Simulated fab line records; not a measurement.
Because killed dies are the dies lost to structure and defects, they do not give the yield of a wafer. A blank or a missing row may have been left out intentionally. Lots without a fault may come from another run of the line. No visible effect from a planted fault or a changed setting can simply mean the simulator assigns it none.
Matching of chambers    flow n5 finfet    N5_FIN_CUT_STRIP_24 on rie diel-03: 4 sister chambers
The step strips in CF4. 7 wafers are shown with their chamber, then 7 later ones without.

== WAFERS, EACH WITH ITS CHAMBER ==
wafer   chamber  throttle valve pct (%)  drypump motor current A (A)
L078.2  3        13.54                   5.3
L078.3  1        13.35                   5.4
L086.2  0        13.39                   5.5
L086.5  2        13.92                   4.8
L086.6  1        13.38                   5.4
L087.3  2        13.89                   4.9
L087.5  0        13.39                   5.5

== WAFERS WITH NO CHAMBER GIVEN ==
wafer   throttle valve pct (%)  drypump motor current A (A)
L087.6  13.37                   5.4
L089.1  13.89                   4.8
L089.3  13.59                   5.3
L089.6  13.58                   5.3
L091.1  13.40                   5.5
L091.5  13.38                   5.4
L091.6  13.40                   5.5

== WHICH CHAMBER EACH WENT THROUGH ==
wafer   from the rows above      in truth
L087.6  1                        1
L089.1  2                        2
L089.3  3                        3
L089.6  3                        3
L091.1  0                        0
L091.5  can't be placed: 1 or 0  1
L091.6  0                        0
Correctly placed: 6 of 7. Can't be placed from these rows: 1 (the true chamber is among the candidates in 1). Wrongly placed: 0.
How it was worked out, from the rows above alone: a wafer's distance from a chamber is the root of the sum, over the readings, of the square of ((its reading less the chamber's mean) divided by the reading's scatter). The wafer belongs to the nearest chamber; if the next one is less than 2 further off, it can't be placed. A chamber's mean is the mean of its shown wafers. How the scatter is found: for the shown wafers, subtract from each reading the mean of its chamber, square and add these, divide the total by (wafers less chambers), then take the root.
